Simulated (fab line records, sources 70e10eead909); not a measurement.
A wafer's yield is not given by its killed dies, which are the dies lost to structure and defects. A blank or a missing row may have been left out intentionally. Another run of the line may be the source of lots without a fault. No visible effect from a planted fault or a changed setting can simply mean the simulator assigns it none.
What tool caused it?    flow nand_harc    Sampling: 11 lots, 33 wafers, 5 of 1302 route steps

WHAT THE GAUGES READ, wafer by wafer
NHARC_P_M1_THK_MEAS_24: measures by xrf. Usual: thk_nm at 158.0 nm, with a standard deviation of 1.6.
lot   measured      on             thk_nm (nm)        flag
L525  day 6 17:34   film_metro-01  159.0 159.3 159.1  
L526  day 6 19:55   film_metro-01  158.4 159.7 161.3  
L528  day 7 12:26   film_metro-02  158.3 157.0 156.3  
L531  day 8 22:04   film_metro-01  158.3 158.3 157.7  
L532  day 9 04:45   film_metro-02  158.0 158.5 158.9  
L540  day 12 21:23  film_metro-01  156.7 159.1 157.1  
L544  day 14 06:22  film_metro-01  156.8 156.5 156.8  
L545  day 14 14:37  film_metro-02  159.1 157.3 158.5  
L546  day 14 23:34  film_metro-02  156.7 157.2 156.5  
L547  day 15 10:01  film_metro-01  159.5 157.5 158.9  
L548  day 15 23:59  film_metro-02  159.1 156.3 156.3  

NHARC_END_SORT_01. Usual: defect_limited_yield 92.5 %, standard deviation 2.5; killed_at_array 46, standard deviation 16; killed_at_other 0.9, standard deviation 1.3; killed_at_periphery 4.1, standard deviation 3; killed_dies 51, standard deviation 17; killed_open 3.5, standard deviation 1.8; killed_short 2.5, standard deviation 1.8; sort_bin_2_pct 2.6 %, standard deviation 1.1; sort_bin_3_pct 0.6 %, standard deviation 0.37; sort_bin_4_pct 4.4 %, standard deviation 1.4; sort_n_pass 626, standard deviation 17; sort_rim_yield_pct 88 %, standard deviation 4.6; sort_yield_pct 92.5 %, standard deviation 2.5.
lot   measured      on         defect_limited_yield (%)  killed_at_array  killed_at_other  killed_at_periphery  killed_dies  killed_open  killed_short  sort_bin_2_pct (%)  sort_bin_3_pct (%)  sort_bin_4_pct (%)  sort_n_pass  sort_rim_yield_pct (%)  sort_yield_pct (%)  flag
L525  day 25 05:36  prober-02  96.3 92.9 93.6            18 36 32         3 1 1            4 11 10              25 48 43     4 5 7        1 4 3         1.3 1.9 1.6         0.1 0.4 0.1         2.2 4.7 4.6         652 629 634  97 91 86                96.3 92.9 93.6      
L526  day 24 20:01  prober-01  87.6 89.2 89.5            81 72 66         1 0 0            2 1 5                84 73 71     5 3 4        1 1 2         4.4 4.3 3.7         1.0 1.3 0.3         6.9 5.2 6.5         593 604 606  83 89 84                87.6 89.2 89.5      
L528  day 25 04:01  prober-01  92.3 93.6 93.4            45 34 43         0 2 2            7 7 0                52 43 45     4 8 4        0 3 1         2.7 2.5 2.2         0.6 0.3 0.6         4.4 3.5 3.8         625 634 632  88 88 87                92.3 93.6 93.4      
L531  day 27 12:36  prober-01  94.5 96.5 94.2            37 21 38         0 0 1            0 3 0                37 24 39     6 3 5        2 1 5         1.9 1.3 1.9         0.1 0.1 0           3.4 2.1 3.8         640 653 638  93 94 92                94.5 96.5 94.2      
L532  day 27 19:12  prober-02  94.8 93.4 94.7            34 44 34         0 0 0            1 1 2                35 45 36     1 5 1        2 4 3         1.6 2.1 1.6         0.1 0.6 0.4         3.4 4.0 3.2         642 632 641  88 91 90                94.8 93.4 94.7      
L540  day 30 10:28  prober-01  92.8 93.2 94.5            46 38 36         0 0 0            3 8 1                49 46 37     4 6 0        2 4 6         3.2 1.0 1.2         0.4 0.6 0.3         3.5 5.2 4.0         628 631 640  93 88 94                92.8 93.2 94.5      
L544  day 33 02:43  prober-01  93.4 94.2 93.4            40 36 43         0 0 0            5 3 2                45 39 45     7 1 3        2 2 2         1.9 1.0 1.0         0.4 0.3 0           4.3 4.4 5.6         632 638 632  89 90 91                93.4 94.2 93.4      
L545  day 32 18:41  prober-01  91.0 90.3 89.1            54 59 65         2 0 2            5 7 7                61 66 74     2 3 5        2 8 1         3.4 4.1 4.0         1.3 0.7 1.3         4.3 4.9 5.6         616 611 603  83 84 83                91.0 90.3 89.1      
L546  day 33 15:07  prober-02  91.7 91.6 90.0            46 43 60         2 5 2            8 9 6                56 57 68     3 3 3        5 5 6         3.5 2.7 4.0         0.9 0.7 0.3         3.8 5.0 5.8         621 620 609  89 86 83                91.7 91.6 90.0      
L547  day 33 15:08  prober-01  91.9 90.8 92.5            53 54 49         0 3 1            2 5 1                55 62 51     4 4 1        3 3 5         3.2 2.7 2.5         0.9 0.9 0.6         4.0 5.6 4.4         622 615 626  81 84 88                91.9 90.8 92.5      
L548  day 33 22:55  prober-01  93.6 92.3 92.2            36 51 50         2 0 0            5 1 3                43 52 53     0 2 5        7 1 4         1.6 4.0 2.1         0.3 0.4 0.6         4.4 3.2 5.2         634 625 624  87 90 90                93.6 92.3 92.2      

WHICH TOOL RAN EACH LOT (tool, then ch and the chambers of the sampled wafers, then the start)
lot   NHARC_P_M1_STRIP_18                 NHARC_P_M1_ETCH_28                  NHARC_P_M1_DEGAS_29
L525  rie_diel-07 ch 0,2, day 6 15:27     rie_diel-07 ch 0,2,3, day 6 15:46   pvd_sputter-01, day 6 16:11
L526  rie_diel-05 ch 1,2,3, day 6 17:56   rie_diel-05 ch 1,2,3, day 6 18:08   pvd_sputter-02, day 6 18:31
L528  rie_diel-10 ch 0,2,3, day 7 10:24   rie_diel-10 ch 0,2,3, day 7 10:39   pvd_sputter-01, day 7 11:02
L531  rie_diel-07 ch 0,1,2, day 8 20:01   rie_diel-07 ch 0,1,3, day 8 20:15   pvd_sputter-03, day 8 20:40
L532  rie_diel-07 ch 0,2,3, day 9 02:46   rie_diel-07 ch 0,1,3, day 9 02:58   pvd_sputter-01, day 9 03:22
L540  rie_diel-07 ch 1,2, day 12 19:21    rie_diel-07 ch 2,3, day 12 19:35    pvd_sputter-01, day 12 20:00
L544  rie_diel-10 ch 1,3, day 14 04:20    rie_diel-10 ch 1,3, day 14 04:34    pvd_sputter-01, day 14 04:58
L545  rie_diel-07 ch 0,1,2, day 14 12:33  rie_diel-07 ch 0,1, day 14 12:48    pvd_sputter-01, day 14 13:13
L546  rie_diel-10 ch 0,1,2, day 14 21:32  rie_diel-10 ch 0,1,3, day 14 21:46  pvd_sputter-01, day 14 22:10
L547  rie_diel-10 ch 1,3, day 15 08:01    rie_diel-10 ch 1,2,3, day 15 08:14  pvd_sputter-02, day 15 08:38
L548  rie_diel-05 ch 0,2,3, day 15 21:55  rie_diel-05 ch 0,3, day 15 22:11    pvd_sputter-01, day 15 22:36
- NHARC_P_M1_STRIP_18: strips in N2/H2.
- NHARC_P_M1_ETCH_28: etches the open film in CF4/N2, target depth 30 nm, time 72.99 s.
- NHARC_P_M1_DEGAS_29: time 60 s.

WHAT THE TOOLS THEMSELVES READ (means of the sampled wafers that have a number; where no wafer has one, the mark that the record gives instead)
NHARC_P_M1_STRIP_18. Usual: drypump_motor_current_A is 5.7 A with standard deviation 0.4, h2_flow_sccm is 150.0 sccm with standard deviation 0.45, n2_flow_sccm is 150.0 sccm with standard deviation 0.43, oes_product_au is 0.999 a.u. with standard deviation 0.0077, rf_vpp_V is 90.6 V with standard deviation 0.98, showerhead_plenum_p_Torr is 2.02 Torr with standard deviation 0.079, and throttle_valve_pct is 14.171 % with standard deviation 0.0092.
lot   tool         drypump_motor_current_A (A)  h2_flow_sccm (sccm)  n2_flow_sccm (sccm)  oes_product_au (a.u.)  rf_vpp_V (V)  showerhead_plenum_p_Torr (Torr)  throttle_valve_pct (%)  flag
L525  rie_diel-07  5.8                          149.8                149.6                0.989                  91.0          1.98                             14.170                  
L526  rie_diel-05  5.2                          149.9                150.2                0.997                  91.2          2.02                             14.170                  
L528  rie_diel-10  5.5                          150.3                149.9                1.002                  90.8          1.98                             14.176                  
L531  rie_diel-07  6.0                          150.2                150.0                1.001                  89.8          2.05                             14.167                  
L532  rie_diel-07  6.0                          149.5                149.8                1.003                  89.4          1.98                             14.179                  
L540  rie_diel-07  6.2                          150.6                150.1                0.991                  90.9          2.13                             14.172                  
L544  rie_diel-10  5.6                          150.1                150.6                1.006                  89.3          1.97                             14.171                  
L545  rie_diel-07  6.0                          150.0                150.1                1.001                  90.6          2.04                             14.180                  
L546  rie_diel-10  5.5                          150.3                150.0                0.992                  90.3          2.00                             14.178                  
L547  rie_diel-10  5.6                          150.0                149.8                1.007                  90.1          2.01                             14.159                  
L548  rie_diel-05  5.4                          150.1                150.2                0.993                  91.1          2.06                             14.175                  

NHARC_P_M1_ETCH_28. Usual: drypump_motor_current_A is 5.7 A with standard deviation 0.39, n2_flow_sccm is 99.9 sccm with standard deviation 0.31, oes_product_au is 0.999 a.u. with standard deviation 0.009, rf_vpp_V is 313.8 V with standard deviation 1.8, run_length_s is 94.0 s with standard deviation 0.47, showerhead_plenum_p_Torr is 2.61 Torr with standard deviation 0.093, and throttle_valve_pct is 19.793 % with standard deviation 0.0096.
lot   tool         drypump_motor_current_A (A)  n2_flow_sccm (sccm)  oes_product_au (a.u.)  rf_vpp_V (V)  run_length_s (s)  showerhead_plenum_p_Torr (Torr)  throttle_valve_pct (%)  flag
L525  rie_diel-07  6.0                          99.9                 0.988                  312.9         94.0              2.56                             19.790                  
L526  rie_diel-05  5.2                          99.9                 1.000                  312.8         94.0              2.60                             19.789                  
L528  rie_diel-10  5.5                          99.8                 1.002                  312.5         94.2              2.56                             19.792                  
L531  rie_diel-07  5.9                          99.9                 0.994                  313.8         88.8              2.60                             19.799                  OFF
L532  rie_diel-07  5.9                          99.8                 0.996                  313.6         88.8              2.60                             19.790                  OFF
L540  rie_diel-07  6.2                          100.4                1.001                  313.8         94.5              2.60                             19.798                  
L544  rie_diel-10  5.6                          100.0                1.002                  313.9         93.7              2.59                             19.796                  
L545  rie_diel-07  5.9                          100.2                0.994                  314.8         93.5              2.68                             19.787                  
L546  rie_diel-10  5.6                          99.7                 1.003                  313.3         93.9              2.56                             19.797                  
L547  rie_diel-10  5.5                          99.9                 1.006                  314.2         94.1              2.57                             19.787                  
L548  rie_diel-05  5.6                          99.8                 1.001                  315.0         94.1              2.69                             19.791                  

NHARC_P_M1_DEGAS_29. Usual: heater_power_w at 334 W, with a standard deviation of 20.
lot   tool            heater_power_w (W)  flag
L525  pvd_sputter-01  337                 
L526  pvd_sputter-02  344                 
L528  pvd_sputter-01  323                 
L531  pvd_sputter-03  309                 
L532  pvd_sputter-01  344                 
L540  pvd_sputter-01  335                 
L544  pvd_sputter-01  313                 
L545  pvd_sputter-01  332                 
L546  pvd_sputter-01  315                 
L547  pvd_sputter-02  344                 
L548  pvd_sputter-01  334                 

THE ANSWER, worked out from the rows above alone
Rule: a lot counts as off when the mean over its wafers that have a number is more than 3 standard deviations away from the usual mean. A lot without any number at a reading at which 4 lots or more have one is off too. The other lots that the step has rows for count as sound. Order of review: gauges by route order, followed by the tools' own readings, for which a lot's mean as printed above is used. The first step at which some lot is off is used, and at that step the reading that is off furthest; a lot without a number counts as furthest.
Off at NHARC_P_M1_ETCH_28 (run_length_s): L531, L532.
If a tool, at that step or one of the process steps before it, ran each lot that is off and ran no sound lot following the first of them, it fits. Not one of the candidates tried fits.

WHAT THE SIMULATOR HAD INSERTED
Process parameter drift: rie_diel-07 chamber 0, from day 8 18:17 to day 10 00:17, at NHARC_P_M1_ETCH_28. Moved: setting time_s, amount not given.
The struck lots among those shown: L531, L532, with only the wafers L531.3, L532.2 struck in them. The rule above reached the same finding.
